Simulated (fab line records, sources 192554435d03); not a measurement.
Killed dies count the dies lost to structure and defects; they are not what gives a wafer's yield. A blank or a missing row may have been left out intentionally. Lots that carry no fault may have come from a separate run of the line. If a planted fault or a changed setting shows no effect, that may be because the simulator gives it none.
One fault through the eyes of 2 desks    flow n5_finfet    numbers are kept per desk, each desk with only its own; the story behind them comes last

FROM THE METROLOGY DESK
What the gauges read, lot by lot, whatever tool the lot ran on: means of the sampled wafers that have a number. Any lot whose mean is over 4 standard deviations away from the usual mean is out of limits and marked OUT; that distance is given in the brackets. Only the readings that lie furthest out on some lot appear, 7 of the 10 it has.
Columns: A = DIBL_N at N5_BEOL_M4_RC_MEAS_101, usual 35.9 mV/V; B = DIBL_P at N5_BEOL_M4_RC_MEAS_101, usual 35.9 mV/V; C = IOFF_N at N5_BEOL_M4_RC_MEAS_101, usual 0.155 nA/um; D = IOFF_P at N5_BEOL_M4_RC_MEAS_101, usual 0.201 nA/um; E = SS_N at N5_BEOL_M4_RC_MEAS_101, usual 71.6 mV/dec; F = SS_P at N5_BEOL_M4_RC_MEAS_101, usual 73.1 mV/dec; G = VT_P at N5_BEOL_M4_RC_MEAS_101, usual -251.6 mV
lot   first seen here  A     B     C      D      E     F     G
L347  day 8 02:14      36.6  37.0  0.165  0.225  71.9  74.0  -250.8
L352  day 8 23:53      34.6  36.4  0.151  0.192  71.6  73.5  -253.8
L350  day 9 02:19      36.6  35.9  0.150  0.193  71.7  72.8  -253.3
L351  day 9 06:42      35.9  36.2  0.168  0.212  71.5  73.2  -250.5
L353  day 9 10:04      35.1  36.5  0.146  0.176  71.6  73.1  -253.8
L356  day 10 18:28     33.9  32.8  0.129  0.177  70.8  72.4  -252.7
L359  day 11 05:29     36.2  34.4  0.136  0.178  70.9  72.3  -254.1
L358  day 11 08:51     34.0  36.4  0.149  0.209  71.6  73.8  -250.2
L363  day 12 05:29     38.8  36.8  0.171  0.213  71.8  74.2  -251.6
This desk's verdict: no lot among the 9 shows anything out of limits.

FOR THE TOOL OWNER'S DESK: rie_diel-04
The tool's own readings at N5_BEOL_M0_SAQP_ETCH_83 (etches SiARC in CF4, target depth 39 nm, time 65 s): means of the sampled wafers that have a number, for each lot that ran on this tool. Any lot whose mean is over 4 standard deviations away from the usual mean is out of limits and marked OUT; that distance is given in the brackets.
Columns: A = drypump_motor_current_A at N5_BEOL_M0_SAQP_ETCH_83, usual 5.9 A; B = etch_rf_on_time_s at N5_BEOL_M0_SAQP_ETCH_83, usual 64.7 s; C = oes_product_au at N5_BEOL_M0_SAQP_ETCH_83, usual 0.66 a.u.; D = rf_vpp_V at N5_BEOL_M0_SAQP_ETCH_83, usual 184.2 V; E = showerhead_plenum_p_Torr at N5_BEOL_M0_SAQP_ETCH_83, usual 2.15 Torr; F = throttle_valve_pct at N5_BEOL_M0_SAQP_ETCH_83, usual 15.63 %
lot   first seen here  A    B               C     D      E     F
L351  day 6 22:11      5.9  65.3            0.59  183.7  2.15  15.77
L353  day 7 01:55      5.8  64.5            0.65  184.4  2.17  15.67
L356  day 8 01:58      5.9  63.9            0.70  184.7  2.16  15.59
L358  day 8 17:08      6.4  83.4 (+23) OUT  0.55  182.8  2.08  15.68
L359  day 8 20:53      6.1  76.6 (+15) OUT  0.58  184.0  2.13  15.71
L363  day 9 10:29      6.4  82.4 (+22) OUT  0.55  182.8  2.08  15.70
This desk's finding: out of limits on L358, L359, L363; first on L358, day 8 17:08 (etch_rf_on_time_s at N5_BEOL_M0_SAQP_ETCH_83). L351, L353, L356 stayed within limits.

PUT TOGETHER
The tool owner's desk had the chance to raise an alarm at day 8 17:08 on L358, L359, L363.
At the metrology desk, nothing out of limits was observed.
The metrology desk has L358, L359, L363 on record, within its limits.
The lots listed all ran N5_BEOL_M0_SAQP_ETCH_83 on rie_diel-04.

WHAT THE SIMULATOR HAD PUT IN
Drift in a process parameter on rie_diel-04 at N5_BEOL_M0_SAQP_ETCH_83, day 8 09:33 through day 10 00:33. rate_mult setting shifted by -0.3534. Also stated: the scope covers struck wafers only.
Lots struck among those shown: L358, L359, L363.
Delay in hours, fault start to first out-of-limits reading, by desk: the tool owner's desk at 8.
